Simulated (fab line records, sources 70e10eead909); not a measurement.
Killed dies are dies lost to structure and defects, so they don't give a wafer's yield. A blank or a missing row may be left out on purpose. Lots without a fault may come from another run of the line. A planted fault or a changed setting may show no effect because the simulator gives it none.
Which tool did it? | flow nand_harc | 14 lots, 42 wafers sampled, at 4 steps of a route of 1302

WHAT THE GAUGES READ, wafer by wafer
The record holds no reading of a measuring or inspecting step that can be judged against a usual standard deviation.

WHICH TOOL RAN EACH LOT (tool, then ch and the chambers of the sampled wafers, then the start)
lot  | NHARC_A_STAIRCASE_TRIM_198                    | NHARC_A_STAIRCASE_ETCH_221         | NHARC_A_STAIRCASE_TRIM_222     | NHARC_A_STAIRCASE_TRIM_226
L493 | rie_diel-04 ch 0,2,3, day 16 10:34 or earlier | rie_diel-13 ch 0,3, day 16 10:34   | rie_diel-13 ch 0,1,2, no start | rie_diel-13 ch 1,2,3, no start
L494 | rie_diel-04 ch 1,2,3, day 17 00:22 or earlier | rie_diel-04 ch 0,2,3, day 17 00:22 | rie_diel-04 ch 0,1,3, no start | rie_diel-04 ch 0,2,3, no start
L497 | rie_diel-04 ch 1,3, day 17 21:57 or earlier   | rie_diel-12 ch 0,1,2, day 17 21:57 | rie_diel-12 ch 2,3, no start   | rie_diel-12 ch 0,1,2, no start
L498 | rie_diel-04 ch 0,1, day 18 14:04 or earlier   | rie_diel-04 ch 0,1,3, day 18 14:04 | rie_diel-04 ch 2,3, no start   | rie_diel-04 ch 1,2,3, no start
L499 | rie_diel-13 ch 0,2,3, day 18 13:59 or earlier | rie_diel-13 ch 1,3, day 18 13:59   | rie_diel-13 ch 1,2,3, no start | rie_diel-13 ch 0,1,2, no start
L500 | rie_diel-12 ch 1,2,3, day 19 10:07 or earlier | rie_diel-12 ch 1,2,3, day 19 10:07 | rie_diel-12 ch 1,2, no start   | rie_diel-12 ch 1,2,3, no start
L502 | rie_diel-13 ch 0,1, day 20 14:47 or earlier   | rie_diel-13 ch 0,2,3, day 20 14:47 | rie_diel-13 ch 2,3, no start   | rie_diel-13 ch 0,1,2, no start
L504 | rie_diel-12 ch 1,2, day 21 13:45 or earlier   | rie_diel-04 ch 0,2, day 21 13:45   | rie_diel-04 ch 0,2, no start   | rie_diel-04 ch 1,2,3, no start
L505 | rie_diel-13 ch 0,2,3, day 22 05:00 or earlier | rie_diel-13 ch 0,1,3, day 22 05:00 | rie_diel-13 ch 1,2,3, no start | rie_diel-13 ch 0,2,3, no start
L506 | rie_diel-04 ch 0,1,3, day 22 10:01 or earlier | rie_diel-04 ch 0,1,2, day 22 10:01 | rie_diel-04 ch 0,1,3, no start | rie_diel-04 ch 0,1,3, no start
L510 | rie_diel-12 ch 0,1,3, day 23 17:58 or earlier | rie_diel-13 ch 1,2, day 23 17:58   | rie_diel-13 ch 0,1,3, no start | rie_diel-13 ch 0,1,2, no start
L513 | rie_diel-04 ch 0,1,3, day 24 12:56 or earlier | rie_diel-12 ch 0,2,3, day 24 12:56 | rie_diel-12 ch 0,1,2, no start | rie_diel-12 ch 0,2,3, no start
L512 | rie_diel-12 ch 0,1,2, day 24 13:17 or earlier | rie_diel-13 ch 0,1,3, day 24 13:17 | rie_diel-13 ch 1,2,3, no start | rie_diel-13 ch 0,2,3, no start
L515 | rie_diel-13 ch 0,1,2, day 26 00:14 or earlier | rie_diel-12 ch 1,2,3, day 26 00:14 | rie_diel-12 ch 2,3, no start   | rie_diel-12 ch 1,3, no start
- NHARC_A_STAIRCASE_TRIM_198: chemistry O2, time 211.2 s.
- NHARC_A_STAIRCASE_ETCH_221: etches the open film in C4F8/O2, target depth 100 nm, time 40.5 s.
- NHARC_A_STAIRCASE_TRIM_222: chemistry O2, time 211.2 s.
- NHARC_A_STAIRCASE_TRIM_226: chemistry O2, time 211.2 s.

WHAT THE TOOLS THEMSELVES READ (means of the sampled wafers that have a number; where no wafer has one, the mark that the record gives instead)
NHARC_A_STAIRCASE_TRIM_198.
lot  | tool        | drypump_motor_current_A (A) | oes_product_au (a.u.) | rf_vpp_V (V) | showerhead_plenum_p_Torr (Torr) | throttle_valve_pct (%)
L493 | rie_diel-04 | 5.5                         | 1.012                 | 57.6         | 3.49                            | 17.028
L494 | rie_diel-04 | 5.4                         | 1.017                 | 57.3         | 3.45                            | 17.039
L497 | rie_diel-04 | 5.4                         | 1.001                 | 57.6         | 3.39                            | 17.036
L498 | rie_diel-04 | 5.7                         | 1.001                 | 57.4         | 3.49                            | 17.039
L499 | rie_diel-13 | 5.4                         | 1.016                 | 57.6         | 3.46                            | 17.035
L500 | rie_diel-12 | 5.6                         | 0.993                 | 57.6         | 3.46                            | 17.033
L502 | rie_diel-13 | 5.2                         | 1.007                 | 57.0         | 3.55                            | 17.036
L504 | rie_diel-12 | 5.2                         | 1.001                 | 57.5         | 3.63                            | 17.025
L505 | rie_diel-13 | 5.4                         | 1.007                 | 56.7         | 3.45                            | 17.041
L506 | rie_diel-04 | 5.6                         | 1.004                 | 56.9         | 3.44                            | 17.047
L510 | rie_diel-12 | 5.9                         | 1.004                 | 57.5         | 3.58                            | 17.039
L513 | rie_diel-04 | 5.6                         | 0.998                 | 57.2         | 3.43                            | 17.033
L512 | rie_diel-12 | 5.6                         | 1.000                 | 58.0         | 3.57                            | 17.021
L515 | rie_diel-13 | 5.5                         | 0.999                 | 58.3         | 3.59                            | 17.044

NHARC_A_STAIRCASE_ETCH_221.
lot  | tool        | oes_product_au (a.u.) | rf_vpp_V (V) | run_length_s (s)
L493 | rie_diel-13 | 0.979                 | 896          | 61.7
L494 | rie_diel-04 | 0.945                 | 894          | 61.7
L497 | rie_diel-12 | 0.920                 | 891          | 61.8
L498 | rie_diel-04 | 0.949                 | 894          | 61.7
L499 | rie_diel-13 | 0.969                 | 891          | 61.5
L500 | rie_diel-12 | 0.927                 | 894          | 61.7
L502 | rie_diel-13 | 0.948                 | 894          | 61.8
L504 | rie_diel-04 | 0.938                 | 896          | 65.7
L505 | rie_diel-13 | 0.968                 | 893          | 61.9
L506 | rie_diel-04 | 0.961                 | 895          | 65.4
L510 | rie_diel-13 | 0.954                 | 895          | 61.7
L513 | rie_diel-12 | 0.961                 | 895          | 61.9
L512 | rie_diel-13 | 0.963                 | 894          | 61.8
L515 | rie_diel-12 | 0.960                 | 899          | 62.1

NHARC_A_STAIRCASE_TRIM_222.
lot  | tool        | drypump_motor_current_A (A) | oes_product_au (a.u.) | rf_vpp_V (V) | showerhead_plenum_p_Torr (Torr) | throttle_valve_pct (%)
L493 | rie_diel-13 | 5.5                         | 1.014                 | 57.4         | 3.44                            | 17.041
L494 | rie_diel-04 | 5.6                         | 1.007                 | 57.3         | 3.46                            | 17.033
L497 | rie_diel-12 | 5.4                         | 0.978                 | 57.7         | 3.57                            | 17.042
L498 | rie_diel-04 | 5.3                         | 1.019                 | 57.5         | 3.47                            | 17.041
L499 | rie_diel-13 | 5.9                         | 1.014                 | 57.6         | 3.38                            | 17.033
L500 | rie_diel-12 | 5.2                         | 0.994                 | 58.2         | 3.46                            | 17.028
L502 | rie_diel-13 | 5.8                         | 1.006                 | 57.6         | 3.34                            | 17.035
L504 | rie_diel-04 | 5.4                         | 1.012                 | 58.0         | 3.53                            | 17.037
L505 | rie_diel-13 | 6.0                         | 1.016                 | 57.8         | 3.36                            | 17.034
L506 | rie_diel-04 | 5.6                         | 1.004                 | 57.1         | 3.44                            | 17.031
L510 | rie_diel-13 | 5.6                         | 1.025                 | 57.3         | 3.48                            | 17.037
L513 | rie_diel-12 | 5.6                         | 0.993                 | 57.5         | 3.56                            | 17.032
L512 | rie_diel-13 | 5.9                         | 1.002                 | 57.5         | 3.53                            | 17.044
L515 | rie_diel-12 | 5.8                         | 1.008                 | 57.6         | 3.54                            | 17.029

NHARC_A_STAIRCASE_TRIM_226.
lot  | tool        | drypump_motor_current_A (A) | oes_product_au (a.u.) | rf_vpp_V (V) | showerhead_plenum_p_Torr (Torr) | throttle_valve_pct (%)
L493 | rie_diel-13 | 5.9                         | 1.019                 | 57.0         | 3.38                            | 17.040
L494 | rie_diel-04 | 5.5                         | 1.018                 | 57.5         | 3.49                            | 17.045
L497 | rie_diel-12 | 5.6                         | 0.992                 | 59.0         | 3.41                            | 17.041
L498 | rie_diel-04 | 5.4                         | 1.010                 | 57.5         | 3.44                            | 17.034
L499 | rie_diel-13 | 5.5                         | 1.004                 | 58.2         | 3.43                            | 17.032
L500 | rie_diel-12 | 5.6                         | 1.001                 | 58.1         | 3.46                            | 17.037
L502 | rie_diel-13 | 5.5                         | 1.002                 | 58.0         | 3.43                            | 17.040
L504 | rie_diel-04 | 5.3                         | 1.016                 | 56.8         | 3.43                            | 17.031
L505 | rie_diel-13 | 5.4                         | 1.018                 | 58.2         | 3.45                            | 17.030
L506 | rie_diel-04 | 5.6                         | 0.999                 | 57.8         | 3.44                            | 17.042
L510 | rie_diel-13 | 5.5                         | 1.004                 | 58.3         | 3.59                            | 17.025
L513 | rie_diel-12 | 5.8                         | 0.999                 | 57.9         | 3.49                            | 17.030
L512 | rie_diel-13 | 5.4                         | 1.007                 | 57.6         | 3.62                            | 17.036
L515 | rie_diel-12 | 5.9                         | 1.006                 | 58.4         | 3.63                            | 17.044

THE ANSWER, worked out from the rows above alone
Rule: what is usual is taken from the lots themselves. Put in order of their means at a reading, lots are off if they are a third of the lots or fewer, leave a main group of 4 or more, and stand apart from it by a gap of 3 or more times the standard deviation of the main group's means; of several such gaps the widest counts. A main group whose means are all the same, to the digits that the tables above print for the reading, isn't used. A lot without any number at a reading at which 4 lots or more have one is off too. The other lots that the step has rows for count as sound. The gauges are gone through in route order, then the tools' own readings, and for those a lot's mean is taken as printed above. The first step at which some lot is off is used, and at that step the reading that is off furthest; a lot without a number counts as furthest.
Off: L504, L506, at NHARC_A_STAIRCASE_ETCH_221 (run_length_s). The main group: mean 61.8 s, standard deviation 0.14.
A tool fits if, at that step or a process step before it, it ran every lot that is off, and no sound lot after the first of them. NHARC_A_STAIRCASE_TRIM_198 gives no start for some lots, so the hours and the order of its lots are those of NHARC_A_STAIRCASE_ETCH_221. One fits: rie_diel-04 at NHARC_A_STAIRCASE_ETCH_221. Its last sound lot is L498 (day 18 14:04), its first lot that is off L504 (day 21 13:45): a fault that began between those two fits.
The tool's own readings at NHARC_A_STAIRCASE_ETCH_221 bear it out: on the lots that are off they differ by more than 5 times the standard deviation of the sound lots' means. run_length_s reads 65.6 s there against 61.8 s on the sound lots.

WHAT THE SIMULATOR HAD PUT IN
Process parameter drift: rie_diel-04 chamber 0, from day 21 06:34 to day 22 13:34, at NHARC_A_STAIRCASE_ETCH_221. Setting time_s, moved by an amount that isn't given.
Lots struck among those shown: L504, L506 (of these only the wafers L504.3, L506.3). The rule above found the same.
